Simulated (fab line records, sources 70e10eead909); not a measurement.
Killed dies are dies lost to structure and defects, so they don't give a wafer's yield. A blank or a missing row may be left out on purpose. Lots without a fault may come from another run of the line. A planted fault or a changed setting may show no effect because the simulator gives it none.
A struck lot beside a sound one | flow nand_harc | 14 steps out of a route of 1159
Sound: wafers L721.1, L721.5, L721.6. Struck: wafer L734.5. (L734.3, L734.6 of the same lot were not struck and are left out.) The cause comes at the end.
At each step with rows: each side's tool, then ch and its chambers, then its first start. Under that, the readings that differ: sound wafers | struck wafers | difference of the means | sigmas: that difference in standard deviations of wafers without a fault.
alike: readings whose means differ by less than 2 such deviations, and words and numbers that are the same on both sides. not compared: withheld readings, readings that some wafer has no value for, bounds like >300 that may hide the same value, and numbers for which the record gives no deviation and whose values overlap.
The two part at a step that has a row with sigmas, a row that says differs or no value, or rows on one side only. Numbers that don't overlap but have no deviation are shown without sigmas and don't part them. A reading that every wafer of one side lacks parts them only if that side has two wafers or more.

first, 9 steps without rows for these wafers: NHARC_A_STAIRCASE_DEHYDRATE_176 (time 120 s); NHARC_A_STAIRCASE_HMDS_177 (time 30 s); NHARC_A_STAIRCASE_COAT_178; NHARC_A_STAIRCASE_SOFTBAKE_179 (time 170 s); NHARC_A_STAIRCASE_EBR_180; NHARC_A_STAIRCASE_EXPOSE_181 (exposes mask STAIR 2); NHARC_A_STAIRCASE_PEB_182 (peb time 130 s); NHARC_A_STAIRCASE_DEVELOP_183 (time 140 s); NHARC_A_STAIRCASE_HARDBAKE_185 (time 140 s).
NHARC_A_STAIRCASE_DESCUM_186: chemistry O2, time 3 s.
  sound on rie_diel-13 ch 0,2,3, day 11 06:49; struck on rie_diel-13 ch 1, day 14 13:00
  alike: drypump_motor_current_A, o2_flow_sccm, oes_product_au, rf_vpp_V, showerhead_plenum_p_Torr, throttle_valve_pct
  not compared: rf_hours_counter_h
NHARC_A_STAIRCASE_TRIM_187: chemistry O2, time 211.2 s.
  sound on rie_diel-13 ch 0,2,3, day 11 06:55; struck on rie_diel-13 ch 0, day 14 13:07
  reading                     | sound             | struck | difference | sigmas
  drypump_motor_current_A (A) | 6.7 5.5 5.2       | 6.7    | +0.9       | +2
  o2_flow_sccm (sccm)         | 499.2 501.4 499.7 | 497.2  | -2.9       | -2
  alike: oes_product_au, rf_vpp_V, showerhead_plenum_p_Torr, throttle_valve_pct
  not compared: rf_hours_counter_h
NHARC_A_STAIRCASE_ETCH_188: etches the open film in C4F8/O2, target depth 100 nm, time 40.5 s.
  sound on rie_diel-13 ch 0,1,3, day 11 07:03; struck on rie_diel-13 ch 1, day 14 13:15
  reading               | sound             | struck | difference | sigmas
  oes_product_au (a.u.) | 0.931 0.933 0.935 | 0.810  | -0.123     | -8
  alike: rf_vpp_V
  not compared: rf_hours_counter_h
NHARC_A_STAIRCASE_TRIM_189: chemistry O2, time 211.2 s.
  sound on rie_diel-13 ch 0,2,3; struck on rie_diel-13 ch 3
  alike: drypump_motor_current_A, o2_flow_sccm, oes_product_au, rf_vpp_V, showerhead_plenum_p_Torr, throttle_valve_pct
  not compared: rf_hours_counter_h
-- the record jumps here: 8 days lie between the struck wafers' starts before and after (it left off in module A_STAIRCASE and takes up again in module END, whose first step shown is number 1159 of the route) --
NHARC_END_SORT_01:
  the record has rows for the struck wafers here (prober-02 ch 0, day 22 16:44) and none for the sound ones

WHERE THEY PART
First at NHARC_A_STAIRCASE_TRIM_187; last, within this record, at NHARC_END_SORT_01.

WHY: what the simulator had put in
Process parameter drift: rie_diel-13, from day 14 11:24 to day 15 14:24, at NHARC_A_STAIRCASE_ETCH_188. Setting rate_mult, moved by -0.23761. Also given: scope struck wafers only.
